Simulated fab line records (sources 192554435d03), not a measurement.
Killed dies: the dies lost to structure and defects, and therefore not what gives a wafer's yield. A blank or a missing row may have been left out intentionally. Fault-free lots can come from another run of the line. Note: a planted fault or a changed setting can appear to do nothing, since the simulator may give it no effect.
Matching of chambers	flow n5_finfet	N5_BEOL_M12_ILD_DEP_00 on pecvd-03 has 3 sister chambers
The step deposits SiOC from DEMS/O2, target thk 658.92 nm, time 130.7 s. 16 wafers are shown with their chamber, then 8 later ones without.

## WAFERS PAIRED WITH THEIR CHAMBERS
wafer	chamber	heater_power_w (W)	showerhead_plenum_p_Torr (Torr)	heater_power_outer_w (W)
L075.2	0	456	5.688	264
L075.5	2	670	5.698	380
L075.6	1	489	5.685	257
L077.1	2	704	5.711	405
L077.3	2	562	5.699	311
L077.6	0	504	5.687	301
L079.1	0	459	5.681	265
L079.3	1	518	5.692	259
L079.4	1	541	5.696	291
L083.3	2	632	5.707	351
L083.4	2	665	5.706	392
L083.5	0	515	5.693	297
L084.1	0	470	5.689	258
L084.4	0	484	5.682	283
L084.6	1	607	5.694	339
L086.1	1	537	5.699	293

SIGNATURES (means of the wafers above)
reading	chamber 0	chamber 1	chamber 2	scatter within a chamber
heater_power_w	481.33	538.40	646.60	41.2
showerhead_plenum_p_Torr	5.68667	5.69320	5.70420	0.00508
heater_power_outer_w	278.00	287.80	367.80	30.1
Rule: distance of a wafer from a chamber = root of the sum over the readings of ((wafer's reading minus chamber's mean) / reading's scatter) squared. The wafer belongs to the nearest chamber; if the next one is less than 2 further off, it can't be placed. The scatter is the square root of a quotient: the sum, over the shown wafers, of each reading's squared deviation from its chamber's mean, divided by wafers minus chambers.

## WAFERS WITH NO CHAMBER GIVEN
wafer	heater_power_w (W)	showerhead_plenum_p_Torr (Torr)	heater_power_outer_w (W)
L086.2	706	5.699	405
L086.3	396	5.690	227
L094.2	492	5.685	289
L094.3	619	5.709	363
L094.5	661	5.712	375
L097.1	596	5.687	324
L097.4	619	5.713	365
L097.5	617	5.683	333

## THE CHAMBER EACH PASSED THROUGH
wafer	from the rows above	in truth
L086.2	2	2
L086.3	can't be placed: 0 or 1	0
L094.2	can't be placed: 0 or 1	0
L094.3	2	2
L094.5	2	2
L097.1	can't be placed: 1 or 0 or 2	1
L097.4	2	2
L097.5	can't be placed: 1 or 0 or 2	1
Correct placement for 4 of the 8. Cannot be placed on the basis of these rows: 4; the candidates contain the true chamber in 4. Placed wrongly: 0.
